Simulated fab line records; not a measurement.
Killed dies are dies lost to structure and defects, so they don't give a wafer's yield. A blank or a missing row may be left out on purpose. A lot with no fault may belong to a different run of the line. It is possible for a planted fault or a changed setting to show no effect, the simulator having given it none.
Comparing a struck lot with a sound one / flow n5_finfet / 31 out of 1938 route steps
Sound: wafers L228.2, L228.4, L228.5. Wafers struck: L231.2, L231.4, L231.6. The cause is given at the end.
Per side, at each step with rows, come the tool, then ch with its chambers, and then its first start. Under that, the readings that differ: sound wafers / struck wafers / difference of the means / sigmas: that difference in standard deviations of wafers without a fault.
alike: a reading whose means differ by less than 2 such deviations, as well as words and numbers matching on both sides. not compared: withheld readings; readings where some wafer has no value; bounds like >300 that might hide an equal value; numbers whose values overlap and for which the record gives no deviation.
Wherever a step has rows on one side only, a row that says differs or no value, or a row with sigmas, the two part there. Numbers that don't overlap but have no deviation are shown without sigmas and don't part them. Lack of a reading on every wafer of one side parts them only where that side has two or more wafers.

first, 10 steps without rows for these wafers: N5_FIN_CUT_STRIP_22 (strips in N2/H2); N5_FIN_CUT_PRECLEAN_36 (cleans in O3/DIW, time 60 s); N5_FIN_CUT_SRD_32 (time 30 s); N5_FIN_CUT_UV_OZONE_34 (time 120 s); N5_STI_FIN_REVEAL_ALD_00 (deposits SiO2, target thk 1 nm, pulse time 1 s); N5_STI_FIN_REVEAL_ALD_14 (deposits Si3N4, target thk 3 nm); N5_STI_FIN_REVEAL_FCVD_FILL_01 (material SiO2 flowable, target thk 312 nm, time 512.2 s); N5_STI_FIN_REVEAL_DENSIFY_02 (time 1800 s); N5_STI_FIN_REVEAL_CMP_04 (polishes, stops on Si3N4, t overpolish 4 s, target thk 131.83 nm); N5_STI_FIN_REVEAL_DENSIFY_30.
N5_STI_FIN_REVEAL_ETCHBACK_08: etches SiO2 in C4F6/O2, target depth 30.5 nm, time 10.167 s.
  sound on rie_diel-01 ch 0,1,3, day 5 18:04; struck on rie_diel-05 ch 0,1,2, day 6 09:58
  no value came back on the struck wafers for any of 8 readings (C4F6_flow_sccm (sccm), O2_flow_sccm (sccm) and others); on the sound wafers C4F6_flow_sccm (sccm) reads 10.020 9.995 9.958
  not compared: rf_hours_counter_h
then, 16 steps without rows for these wafers: N5_STI_FIN_REVEAL_STRIP_24 (strips in N2/H2, time 90 s); N5_STI_FIN_REVEAL_PRECLEAN_25 (cleans in SPM, time 90 s); N5_STI_FIN_REVEAL_PRECLEAN_26 (cleans in SC1, time 45 s); N5_STI_FIN_REVEAL_PRECLEAN_29 (cleans in DHF, time 30 s); N5_STI_FIN_REVEAL_SRD_12 (time 30 s); N5_STI_FIN_REVEAL_RECESS_09 (chemistry HF/NH3, target SiO2, afs cycles 11, target depth 42.5 nm, sublimation time 60 s); N5_STI_FIN_REVEAL_STRIP_16 (strips SiNx in H3PO4, target depth 23.8 nm); N5_STI_FIN_REVEAL_PRECLEAN_17 (cleans in NF3:NH3, afs cycles 1, time 20 s, sublimation time 60 s); N5_STI_FIN_REVEAL_ETCH_34 (etches Si in H2, material Si, target depth 0.97 nm); N5_STI_FIN_REVEAL_OXIDATION_31 (chemistry O2 PLASMA REMOTE, time 20 s); N5_STI_FIN_REVEAL_PRECLEAN_32 (cleans in NF3:NH3, afs cycles 1, time 20 s, sublimation time 60 s); N5_STI_FIN_REVEAL_STRIP_35 (strips Si3N4 in H3PO4, target depth 4 nm, time 39 s); N5_STI_FIN_REVEAL_SRD_21 (time 30 s); N5_STI_FIN_REVEAL_OXIDATION_33 (chemistry O2 PLASMA REMOTE, time 20 s); N5_STI_FIN_REVEAL_CLEAN_19 (cleans in O3/DIW, time 120 s); N5_STI_FIN_REVEAL_SRD_23 (time 30 s).
N5_STI_FIN_REVEAL_FIN_H_MEAS_10:
  sound on ocd-01 at day 5 21:01; struck on ocd-02 at day 6 12:55
reading=trench_depth_nm (nm); sound=52.5 51.1 52.3; struck=21.2 21.7 21.5; difference=-30.5; sigmas=-44
then, 1 step without rows for these wafers: N5_STI_FIN_REVEAL_PRECLEAN_18 (cleans in SC2, time 45 s).
N5_BEOL_M4_RC_MEAS_101:
  the record has rows for the sound wafers here (prober-01 ch 0, day 11 10:16) and none for the struck ones
-- here the record skips 11 days between the struck wafers' starts before and after, leaving off in module BEOL_M4 and picking up in module PASSIVATION (first step shown: number 1936 of the route) --
N5_PASSIVATION_PROBE_49:
  sound on prober-02 at day 15 17:19; struck on prober-01 at day 17 07:01
reading=defect_limited_yield (%); sound=90.9; struck=0 0 0; difference=-91; sigmas=-65
reading=killed_at_front_end; sound=41; struck=1113 1118 1108; difference=+1072; sigmas=+97
reading=killed_at_other; sound=11; struck=2 4 1; difference=-9; sigmas=-3
reading=killed_dies; sound=107; struck=1180 1180 1180; difference=+1073; sigmas=+63
reading=killed_on_rim; sound=14; struck=152 152 152; difference=+138; sigmas=+39
reading=sort_bin_5_function (%); sound=5.8; struck=96.4 96.0 96.3; difference=+90.4; sigmas=+99 or more
reading=sort_n_pass; sound=1073; struck=0 0 0; difference=-1073; sigmas=-63
reading=sort_yield_pct (%); sound=90.9; struck=0 0 0; difference=-91; sigmas=-65
  alike: killed_at_M0_to_M3, killed_at_M4_up, killed_at_contacts, killed_open, killed_short, sort_bin_6_memory

WHERE THEY PART
Last at N5_PASSIVATION_PROBE_49 as far as this record goes, first at N5_STI_FIN_REVEAL_ETCHBACK_08.

WHY: the cause the simulator had injected
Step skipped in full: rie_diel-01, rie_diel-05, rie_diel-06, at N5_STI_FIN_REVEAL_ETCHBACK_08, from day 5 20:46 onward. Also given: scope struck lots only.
